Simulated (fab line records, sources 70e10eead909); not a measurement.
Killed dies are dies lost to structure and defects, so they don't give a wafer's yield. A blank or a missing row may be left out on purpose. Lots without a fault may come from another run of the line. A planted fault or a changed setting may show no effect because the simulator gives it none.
Which tool did it? | flow nand_harc | 11 lots, 33 wafers sampled, at 6 steps of a route of 1302

WHAT THE GAUGES READ, wafer by wafer
NHARC_P_ZERO_WELL_CD_MEAS_37: target cd 720 nm.
lot  | measured     | on        | cd_nm (nm)
L755 | day 2 19:58  | cd_sem-01 | 717.7 717.4 717.5
L757 | day 3 16:19  | cd_sem-01 | 744.6 760.3 805.7
L758 | day 4 02:29  | cd_sem-01 | 720.2 721.6 719.5
L759 | day 4 12:15  | cd_sem-01 | 797.0 739.5 745.2
L766 | day 7 10:11  | cd_sem-02 | 717.0 717.4 718.7
L767 | day 7 20:07  | cd_sem-02 | 722.2 716.8 718.8
L768 | day 8 06:07  | cd_sem-01 | 716.8 718.7 721.8
L769 | day 8 16:06  | cd_sem-03 | 717.3 715.4 717.4
L770 | day 9 02:07  | cd_sem-03 | 720.6 719.3 720.3
L771 | day 9 11:58  | cd_sem-01 | 719.0 717.8 716.2
L773 | day 10 09:34 | cd_sem-03 | 718.4 719.0 721.5

NHARC_P_STI_CD_MEAS_09: target cd 200 nm.
lot  | measured     | on        | cd_nm (nm)
L755 | day 3 16:31  | cd_sem-03 | 200.6 201.5 200.5
L757 | day 4 13:47  | cd_sem-01 | 195.4 198.5 195.3
L758 | day 4 22:41  | cd_sem-02 | 199.1 197.6 200.0
L759 | day 5 06:12  | cd_sem-03 | 199.6 196.5 201.1
L766 | day 8 06:08  | cd_sem-03 | 199.7 202.4 199.6
L767 | day 8 14:43  | cd_sem-03 | 197.5 199.4 198.9
L768 | day 8 23:58  | cd_sem-03 | 198.8 201.2 200.1
L769 | day 9 10:56  | cd_sem-02 | 201.2 197.9 201.1
L770 | day 9 20:46  | cd_sem-01 | 201.1 200.0 202.2
L771 | day 10 07:25 | cd_sem-01 | 200.9 201.5 198.8
L773 | day 11 04:14 | cd_sem-01 | 202.8 196.4 197.0

NHARC_END_SORT_01.
lot  | measured     | on        | killed_at_array | killed_at_other | killed_at_periphery | killed_dies | killed_open | killed_short
L757 | day 26 00:04 | prober-01 | 28 24 26        | 3 3 3           | 2 5 27              | 33 32 56    | 1 3 3       | 6 4 4
L759 | day 26 05:01 | prober-02 | 29 28 21        | 2 1 1           | 12 2 7              | 43 31 29    | 1 4 9       | 4 4 2

WHICH TOOL RAN EACH LOT (tool, then ch and the chambers of the sampled wafers, then the start)
lot  | NHARC_P_ZERO_WELL_EXPOSE_34       | NHARC_P_ZERO_WELL_DESCUM_39        | NHARC_P_STI_ETCH_15
L755 | krf_scanner-04 ch 0, day 2 19:49  | rie_diel-06 ch 0,2,3, day 2 20:08  | rie_si-04 ch 0,1,2, day 3 17:04
L757 | krf_scanner-04 ch 0, day 3 16:10  | rie_diel-08 ch 0,1,3, day 3 16:29  | rie_si-03 ch 1,2,3, day 4 14:21
L758 | krf_scanner-02 ch 0, day 4 02:19  | rie_diel-07 ch 0,2,3, day 4 02:38  | rie_si-06 ch 0,3, day 4 23:13
L759 | krf_scanner-04 ch 0, day 4 12:05  | rie_diel-06 ch 2,3, day 4 12:25    | rie_si-06 ch 2,3, day 5 06:44
L766 | krf_scanner-04 ch 0, day 7 10:02  | rie_diel-06 ch 0,1,2, day 7 10:33  | rie_si-03 ch 1,2,3, day 8 06:43
L767 | krf_scanner-04 ch 0, day 7 19:58  | rie_diel-07 ch 0,1,2, day 7 20:19  | rie_si-04 ch 0,1,3, day 8 15:16
L768 | krf_scanner-03 ch 0, day 8 05:57  | rie_diel-06 ch 0,2,3, day 8 06:17  | rie_si-06 ch 1,2,3, day 9 00:32
L769 | krf_scanner-02 ch 0, day 8 15:56  | rie_diel-08 ch 1,2,3, day 8 16:16  | rie_si-06 ch 1,3, day 9 11:29
L770 | krf_scanner-04 ch 0, day 9 01:58  | rie_diel-06 ch 0,1,2, day 9 02:16  | rie_si-04 ch 1,2,3, day 9 21:18
L771 | krf_scanner-03 ch 0, day 9 11:49  | rie_diel-06 ch 0,3, day 9 12:07    | rie_si-04 ch 0,2, day 10 07:59
L773 | krf_scanner-04 ch 0, day 10 09:25 | rie_diel-07 ch 0,1,3, day 10 09:45 | rie_si-04 ch 1,2,3, day 11 04:46
- NHARC_P_ZERO_WELL_EXPOSE_34: exposes mask P PWELL, target cd 720 nm.
- NHARC_P_ZERO_WELL_DESCUM_39: chemistry O2, time 3 s.
- NHARC_P_STI_ETCH_15: etches the open film in HBr/Cl2, target depth 300 nm, time 100.1 s.

WHAT THE TOOLS THEMSELVES READ (means of the sampled wafers that have a number; where no wafer has one, the mark that the record gives instead)
NHARC_P_ZERO_WELL_EXPOSE_34.
lot  | tool           | focus_offset_nm (nm) | reticle_temp_C (C) | stage_vel_mm_s (mm/s)
L755 | krf_scanner-04 | 0.4                  | 23.03              | 499.94
L757 | krf_scanner-04 | -0.7                 | 23.00              | 500.04
L758 | krf_scanner-02 | 0.0                  | 23.04              | 499.94
L759 | krf_scanner-04 | -0.0                 | 22.99              | 500.17
L766 | krf_scanner-04 | 0.1                  | 23.04              | 500.18
L767 | krf_scanner-04 | 0.3                  | 23.07              | 499.72
L768 | krf_scanner-03 | -0.5                 | 23.03              | 500.01
L769 | krf_scanner-02 | 0.5                  | 22.96              | 499.77
L770 | krf_scanner-04 | 0.5                  | 23.00              | 500.22
L771 | krf_scanner-03 | 0.4                  | 23.06              | 499.97
L773 | krf_scanner-04 | -0.1                 | 22.95              | 499.91

NHARC_P_ZERO_WELL_DESCUM_39.
lot  | tool        | drypump_motor_current_A (A) | oes_product_au (a.u.) | rf_vpp_V (V) | showerhead_plenum_p_Torr (Torr) | throttle_valve_pct (%)
L755 | rie_diel-06 | 6.0                         | 1.001                 | 58.3         | 1.97                            | 11.311
L757 | rie_diel-08 | 5.5                         | 0.994                 | 58.3         | 1.92                            | 11.307
L758 | rie_diel-07 | 5.5                         | 0.998                 | 58.3         | 2.00                            | 11.306
L759 | rie_diel-06 | 6.3                         | 0.992                 | 58.7         | 1.91                            | 11.308
L766 | rie_diel-06 | 5.9                         | 1.000                 | 57.8         | 1.95                            | 11.314
L767 | rie_diel-07 | 5.5                         | 0.994                 | 58.4         | 2.02                            | 11.314
L768 | rie_diel-06 | 6.0                         | 0.993                 | 57.6         | 1.95                            | 11.323
L769 | rie_diel-08 | 5.5                         | 1.010                 | 58.0         | 1.90                            | 11.310
L770 | rie_diel-06 | 5.9                         | 0.998                 | 58.0         | 1.95                            | 11.314
L771 | rie_diel-06 | 5.6                         | 1.005                 | 58.2         | 2.01                            | 11.313
L773 | rie_diel-07 | 5.5                         | 1.006                 | 57.9         | 1.98                            | 11.311

NHARC_P_STI_ETCH_15.
lot  | tool      | drypump_motor_current_A (A) | oes_product_au (a.u.) | throttle_valve_pct (%)
L755 | rie_si-04 | 5.6                         | 1.003                 | 26.409
L757 | rie_si-03 | 6.1                         | 0.999                 | 26.403
L758 | rie_si-06 | 6.2                         | 0.998                 | 26.409
L759 | rie_si-06 | 5.6                         | 1.003                 | 26.399
L766 | rie_si-03 | 6.0                         | 1.007                 | 26.408
L767 | rie_si-04 | 5.7                         | 1.012                 | 26.406
L768 | rie_si-06 | 6.0                         | 1.003                 | 26.408
L769 | rie_si-06 | 6.1                         | 1.001                 | 26.399
L770 | rie_si-04 | 5.6                         | 1.007                 | 26.398
L771 | rie_si-04 | 5.5                         | 1.009                 | 26.406
L773 | rie_si-04 | 5.6                         | 1.002                 | 26.415

THE ANSWER, worked out from the rows above alone
Rule: what is usual is taken from the lots themselves. Put in order of their means at a reading, lots are off if they are a third of the lots or fewer, leave a main group of 4 or more, and stand apart from it by a gap of 3 or more times the standard deviation of the main group's means; of several such gaps the widest counts. A main group whose means are all the same, to the digits that the tables above print for the reading, isn't used. A lot without any number at a reading at which 4 lots or more have one is off too. The other lots that the step has rows for count as sound. The gauges are gone through in route order, then the tools' own readings, and for those a lot's mean is taken as printed above. The first step at which some lot is off is used, and at that step the reading that is off furthest; a lot without a number counts as furthest.
Off: L757, L759, at NHARC_P_ZERO_WELL_CD_MEAS_37 (cd_nm). The main group: mean 718.7 nm, standard deviation 1.2.
A tool fits if, at a process step before that reading, it ran every lot that is off, and no sound lot after the first of them. The gauges at NHARC_P_ZERO_WELL_CD_MEAS_37 are tried like those tools. None of those tried fits.

WHAT THE SIMULATOR HAD PUT IN
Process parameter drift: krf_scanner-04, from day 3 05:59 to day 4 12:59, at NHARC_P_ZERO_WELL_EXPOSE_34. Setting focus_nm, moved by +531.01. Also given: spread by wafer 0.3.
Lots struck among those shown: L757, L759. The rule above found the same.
